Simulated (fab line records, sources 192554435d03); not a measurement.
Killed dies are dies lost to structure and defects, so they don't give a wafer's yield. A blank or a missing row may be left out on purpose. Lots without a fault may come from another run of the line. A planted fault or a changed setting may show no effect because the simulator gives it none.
Chamber matching | flow n5_finfet | N5_BEOL_M3_DESCUM_33 on rie_diel-06: 4 sister chambers
The step chemistry O2, time 7 s. 4 wafers are shown with their chamber, then 8 later ones without.

WAFERS WITH THEIR CHAMBER
wafer  | chamber | showerhead_plenum_p_Torr (Torr)
L076.5 | 1       | 2.05
L086.6 | 0       | 2.18
L088.5 | 3       | 1.97
L090.3 | 2       | 2.10

WAFERS WITHOUT THEIR CHAMBER
wafer  | showerhead_plenum_p_Torr (Torr)
L090.5 | 2.10
L090.6 | 2.04
L093.1 | 2.18
L093.4 | 2.18
L093.5 | 2.10
L095.4 | 2.04
L095.5 | 2.10
L095.6 | 2.18

WHICH CHAMBER EACH WENT THROUGH
wafer  | from the rows above | in truth
L090.5 | 2                   | 2
L090.6 | 1                   | 1
L093.1 | 0                   | 0
L093.4 | 0                   | 0
L093.5 | 2                   | 2
L095.4 | 1                   | 1
L095.5 | 2                   | 2
L095.6 | 0                   | 0
Placed correctly: 8 of 8. Can't be placed from these rows: 0. Placed wrongly: 0.
How it was worked out, from the rows above alone: a wafer's distance from a chamber is the root of the sum, over the readings, of the square of ((its reading less the chamber's mean) divided by the reading's scatter). The wafer belongs to the nearest chamber; if the next one is less than 2 further off, it can't be placed. A chamber's mean is the mean of its shown wafers. The scatter: with one shown wafer a chamber, the root of the mean of the squares of how far each hidden wafer lies from its nearest shown one.
